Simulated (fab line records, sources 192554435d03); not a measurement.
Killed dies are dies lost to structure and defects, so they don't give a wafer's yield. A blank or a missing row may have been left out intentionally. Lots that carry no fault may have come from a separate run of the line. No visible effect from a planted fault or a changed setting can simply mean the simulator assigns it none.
Matching of chambers ; flow n5_finfet ; N5_BEOL_M2_ALD_84 on ald_metal-04: 4 sister chambers
The step deposits TaN, pulse time 2 s, purge time 3 s, co reactant purge time 2 s. 8 wafers are shown with their chamber, then 10 later ones without.

EACH WAFER AND ITS CHAMBER
wafer;chamber;heater_power_w (W)
L081.5;0;400
L089.2;3;376
L089.4;0;415
L091.2;3;402
L091.4;1;422
L091.6;1;416
L092.2;2;471
L092.5;2;470

WAFERS MISSING THEIR CHAMBER
wafer;heater_power_w (W)
L092.6;392
L094.4;466
L094.5;392
L094.6;475
L095.1;472
L095.5;423
L095.6;424
L097.1;419
L097.4;479
L097.5;400

EACH ONE'S CHAMBER
wafer;from the rows above;in truth
L092.6;can't be placed: 3 or 0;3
L094.4;2;2
L094.5;can't be placed: 3 or 0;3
L094.6;2;2
L095.1;2;2
L095.5;can't be placed: 1 or 0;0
L095.6;can't be placed: 1 or 0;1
L097.1;can't be placed: 1 or 0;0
L097.4;2;2
L097.5;can't be placed: 0 or 3 or 1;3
Placed correctly: 4 of 10. Not placeable from these rows: 6 (in 6, the candidates include the true chamber). Wrongly placed: 0.
How it was worked out, from the rows above alone: a wafer's distance from a chamber is the root of the sum, over the readings, of the square of ((its reading less the chamber's mean) divided by the reading's scatter). The wafer belongs to the nearest chamber; if the next one is less than 2 further off, it can't be placed. For every chamber, the mean is computed from those of its wafers that are shown. The scatter: take each reading less its chamber's mean, square it, sum over the shown wafers, divide by the number of wafers less the number of chambers, and take the root.
